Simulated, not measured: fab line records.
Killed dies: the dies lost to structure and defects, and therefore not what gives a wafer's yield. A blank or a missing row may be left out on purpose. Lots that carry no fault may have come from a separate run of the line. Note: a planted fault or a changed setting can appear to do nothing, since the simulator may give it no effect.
Which tool did it?    flow nand-harc    6 lots with 18 wafers sampled at 2 steps, on a route of 1302 steps

## WHAT THE GAUGES READ, wafer by wafer
NHARC_P_BONDPAD_OVL_MEAS_38.
lot   measured      on          overlay-x-nm (nm)
L655  day 7 07:44   overlay-02  6 6 6
L661  day 10 02:39  overlay-02  5 4 5
L667  day 12 19:58  overlay-01  7 6 7
L671  day 14 03:04  overlay-02  1 1 1
L674  day 15 07:10  overlay-02  10 10 10
L676  day 16 00:52  overlay-02  0 -1 0

## TOOL THAT RAN EACH LOT (tool first, then ch and the chambers of the sampled wafers, then the start)
lot   NHARC_P_BONDPAD_DEP_00
L655  pecvd-01 ch 0,1, day 7 06:28
L661  pecvd-01 ch 0,1, day 10 01:31
L667  pecvd-03 ch 1,2, day 12 18:38
L671  pecvd-04 ch 0,2, day 14 01:46
L674  pecvd-04 ch 0,1,2, day 15 05:49
L676  pecvd-01 ch 0,1, day 15 23:38
- NHARC_P_BONDPAD_DEP_00: deposits SiCN, target thk 250 nm.

## THE ANSWER, worked out from the rows above alone
Rule: what is usual is taken from the lots themselves. The widest of any qualifying gaps counts: lots, ordered by their means at a reading, are off when they make up no more than a third of the lots, leave a main group of 4 or more, and stand apart from it by 3 or more times the standard deviation of that group's means. A main group whose means are all the same, to the digits that the tables above print for the reading, isn't used. Also off: a lot with no number at a reading for which 4 or more lots have one. Any other lot the step has rows for is counted as sound.
Nothing can be told from this: no lot is off at any reading shown.

## WHAT THE SIMULATOR HAD INSERTED
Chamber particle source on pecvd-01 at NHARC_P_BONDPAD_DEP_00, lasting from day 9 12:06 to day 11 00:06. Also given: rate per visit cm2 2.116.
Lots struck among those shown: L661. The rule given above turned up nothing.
